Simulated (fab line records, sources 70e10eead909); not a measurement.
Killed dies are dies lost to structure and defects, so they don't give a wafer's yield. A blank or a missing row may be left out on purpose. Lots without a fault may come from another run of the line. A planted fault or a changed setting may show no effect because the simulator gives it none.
Chamber matching | flow nand_harc | NHARC_A_M1_ETCH_35 on rie_diel-08: 4 sister chambers
The step etches the open film in N2/H2, target depth 40 nm, overetch 12 nm, time 43.94 s. 8 wafers are shown with their chamber, then 7 later ones without.

WAFERS WITH THEIR CHAMBER
wafer  | chamber | drypump_motor_current_A (A) | oes_product_au (a.u.)
L076.2 | 3       | 6.3                         | 1.007
L076.4 | 0       | 6.1                         | 0.996
L076.6 | 2       | 6.4                         | 0.978
L078.3 | 0       | 6.1                         | 0.985
L078.4 | 1       | 6.3                         | 0.991
L078.6 | 2       | 6.3                         | 0.981
L084.1 | 3       | 6.3                         | 1.012
L084.4 | 1       | 6.3                         | 0.992

WAFERS WITHOUT THEIR CHAMBER
wafer  | drypump_motor_current_A (A) | oes_product_au (a.u.)
L084.5 | 6.3                         | 0.997
L088.2 | 6.1                         | 0.994
L088.4 | 6.3                         | 1.005
L088.5 | 6.1                         | 0.992
L094.2 | 6.1                         | 1.012
L094.3 | 6.3                         | 0.993
L094.4 | 6.3                         | 1.003

WHICH CHAMBER EACH WENT THROUGH
wafer  | from the rows above     | in truth
L084.5 | can't be placed: 1 or 3 | 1
L088.2 | 0                       | 0
L088.4 | 3                       | 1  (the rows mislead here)
L088.5 | 0                       | 0
L094.2 | can't be placed: 0 or 3 | 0
L094.3 | 1                       | 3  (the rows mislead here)
L094.4 | can't be placed: 3 or 1 | 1
Placed correctly: 2 of 7. Can't be placed from these rows: 3 (the true chamber is among the candidates in 3). Placed wrongly: 2.
How it was worked out, from the rows above alone: a wafer's distance from a chamber is the root of the sum, over the readings, of the square of ((its reading less the chamber's mean) divided by the reading's scatter). The wafer belongs to the nearest chamber; if the next one is less than 2 further off, it can't be placed. A chamber's mean is the mean of its shown wafers. The scatter: the root of (the sum of the squares of (reading less its chamber's mean) over the shown wafers, divided by (wafers less chambers)).
